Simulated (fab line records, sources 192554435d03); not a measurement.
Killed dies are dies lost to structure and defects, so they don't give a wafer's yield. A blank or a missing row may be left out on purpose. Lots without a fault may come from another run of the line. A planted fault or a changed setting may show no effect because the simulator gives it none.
Chamber matching | flow n5_finfet | N5_BEOL_M3_ETCH_69 on rie_diel-04: 4 sister chambers
The step etches SiARC in CF4, target depth 15.6 nm, time 26 s. 18 wafers are shown with their chamber, then 9 later ones without.

WAFERS WITH THEIR CHAMBER
wafer  | chamber | showerhead_plenum_p_Torr (Torr) | throttle_valve_pct (%) | oes_product_au (a.u.)
L083.2 | 3       | 2.09                            | 15.79                  | 0.59
L083.3 | 1       | 2.03                            | 15.83                  | 0.60
L083.6 | 0       | 2.10                            | 15.31                  | 0.79
L084.1 | 1       | 2.03                            | 15.82                  | 0.58
L084.2 | 2       | 2.22                            | 15.71                  | 0.61
L084.3 | 3       | 2.09                            | 15.79                  | 0.58
L084.4 | 0       | 2.10                            | 15.30                  | 0.77
L084.5 | 1       | 2.03                            | 15.82                  | 0.58
L084.6 | 2       | 2.22                            | 15.71                  | 0.61
L087.1 | 3       | 2.09                            | 15.81                  | 0.58
L087.2 | 2       | 2.22                            | 15.71                  | 0.60
L087.5 | 3       | 2.09                            | 15.82                  | 0.58
L086.2 | 3       | 2.09                            | 15.83                  | 0.58
L086.4 | 0       | 2.10                            | 15.32                  | 0.77
L086.5 | 3       | 2.09                            | 15.81                  | 0.58
L090.2 | 0       | 2.10                            | 15.32                  | 0.77
L090.4 | 2       | 2.21                            | 15.72                  | 0.61
L090.6 | 3       | 2.09                            | 15.82                  | 0.58

SIGNATURES (means of the wafers above)
reading                  | chamber 0 | chamber 1 | chamber 2 | chamber 3 | scatter within a chamber
showerhead_plenum_p_Torr | 2.1000    | 2.0300    | 2.2175    | 2.0900    | 0.00231
throttle_valve_pct       | 15.3125   | 15.8233   | 15.7125   | 15.8100   | 0.0114
oes_product_au           | 0.7750    | 0.5867    | 0.6075    | 0.5814    | 0.00721
Rule: a wafer's distance from a chamber is the root of the sum, over the readings, of the square of ((its reading less the chamber's mean) divided by the reading's scatter). The wafer belongs to the nearest chamber; if the next one is less than 2 further off, it can't be placed. The scatter: the root of (the sum of the squares of (reading less its chamber's mean) over the shown wafers, divided by (wafers less chambers)).

WAFERS WITHOUT THEIR CHAMBER
wafer  | showerhead_plenum_p_Torr (Torr) | throttle_valve_pct (%) | oes_product_au (a.u.)
L093.2 | 2.10                            | 15.31                  | 0.76
L093.4 | 2.09                            | 15.83                  | 0.58
L093.6 | 2.21                            | 15.72                  | 0.60
L094.1 | 2.09                            | 15.82                  | 0.57
L094.2 | 2.10                            | 15.34                  | 0.75
L094.3 | 2.21                            | 15.76                  | 0.61
L094.4 | 2.28                            | 15.33                  | 0.84
L094.5 | 2.21                            | 15.74                  | 0.60
L094.6 | 2.28                            | 15.33                  | 0.84

WHICH CHAMBER EACH WENT THROUGH
wafer  | from the rows above | in truth
L093.2 | 0                   | 0
L093.4 | 3                   | 3
L093.6 | 2                   | 2
L094.1 | 3                   | 3
L094.2 | 0                   | 0
L094.3 | 2                   | 2
L094.4 | 2                   | 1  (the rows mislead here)
L094.5 | 2                   | 2
L094.6 | 2                   | 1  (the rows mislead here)
Placed correctly: 7 of 9. Can't be placed from these rows: 0. Placed wrongly: 2.
